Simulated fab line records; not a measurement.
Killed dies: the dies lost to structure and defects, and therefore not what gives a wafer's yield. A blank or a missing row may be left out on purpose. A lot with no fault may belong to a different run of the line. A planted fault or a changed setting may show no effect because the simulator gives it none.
A struck lot beside a sound one    flow nand_harc    12 out of 1302 route steps
Sound: wafers L254.2, L254.3, L254.6. Struck: wafers L262.3, L262.4, L262.5. The cause comes at the end.
For every step that has rows: the tool of each side, followed by ch and its chambers, followed by its first start. Under that, the readings that differ: sound wafers    struck wafers    difference of the means    sigmas: that difference in standard deviations of wafers without a fault.
alike: a reading whose means differ by less than 2 such deviations, as well as words and numbers matching on both sides. not compared: withheld readings; readings where some wafer has no value; bounds like >300 that might hide an equal value; numbers whose values overlap and for which the record gives no deviation.
The two part at a step that has a row with sigmas, a row that says differs or no value, or rows on one side only. Numbers that don't overlap but have no deviation are shown without sigmas and don't part them. Lack of a reading on every wafer of one side parts them only where that side has two or more wafers.

NHARC_A_SOURCE_PLATE_INSPECT_08:
  struck on defect_inspect-02, day 14 15:05; sound on defect_inspect-02, day 10 22:04
  alike: raw_defect_count
next comes 1 step that has no rows for these wafers: NHARC_A_ONON_D1_DEP_00 (target thickness 1000 nm).
NHARC_A_ONON_D1_THK_MEAS_02: measures by ellipsometry.
  struck on film_metro-02, day 14 15:40; sound on film_metro-02, day 10 22:38
reading      sound        struck          difference  sigmas
thk_nm (nm)  986 984 987  1006 1006 1005  +20         +2
next comes 1 step that has no rows for these wafers: NHARC_A_ONON_D1_DEP_03 (target thickness 1000 nm).
NHARC_A_ONON_D1_THK_MEAS_05: measures by ellipsometry.
  struck on film_metro-02, day 14 16:14; sound on film_metro-02, day 10 23:13
  alike: thk_nm
next comes 1 step that has no rows for these wafers: NHARC_A_ONON_D1_DEP_06 (target thickness 1000 nm).
NHARC_A_ONON_D1_THK_MEAS_08: measures by ellipsometry.
  struck on film_metro-02, day 14 16:49; sound on film_metro-01, day 10 23:47
  alike: thk_nm
next comes 1 step that has no rows for these wafers: NHARC_A_ONON_D1_DEP_09 (target thickness 1000 nm).
NHARC_A_ONON_D1_THK_MEAS_11: measures by ellipsometry.
  struck on film_metro-02, day 14 17:23; sound on film_metro-01, day 11 00:20
reading      sound           struck       difference  sigmas
thk_nm (nm)  1018 1016 1015  994 996 994  -22         -2
next comes 1 step that has no rows for these wafers: NHARC_A_ONON_D1_DEP_12 (target thickness 1000 nm).
NHARC_A_ONON_D1_THK_MEAS_14: measures by ellipsometry.
  struck on film_metro-01, day 14 17:58; sound on film_metro-02, day 11 00:55
  alike: thk_nm
NHARC_A_ONON_D1_ANNEAL_15: time 3600 s.
  sound on furnace-02 ch 0, day 11 08:24; struck on furnace-02, day 14 22:08
  no value came back on the struck wafers for any of 5 readings (run_length_s (s), spike_tc_bottom_C (C) and others); on the sound wafers run_length_s (s) reads 3637 3637 3637

## WHERE THEY PART
Last at NHARC_A_ONON_D1_ANNEAL_15 as far as this record goes, first at NHARC_A_ONON_D1_THK_MEAS_02.

WHY: whatever the simulator had introduced
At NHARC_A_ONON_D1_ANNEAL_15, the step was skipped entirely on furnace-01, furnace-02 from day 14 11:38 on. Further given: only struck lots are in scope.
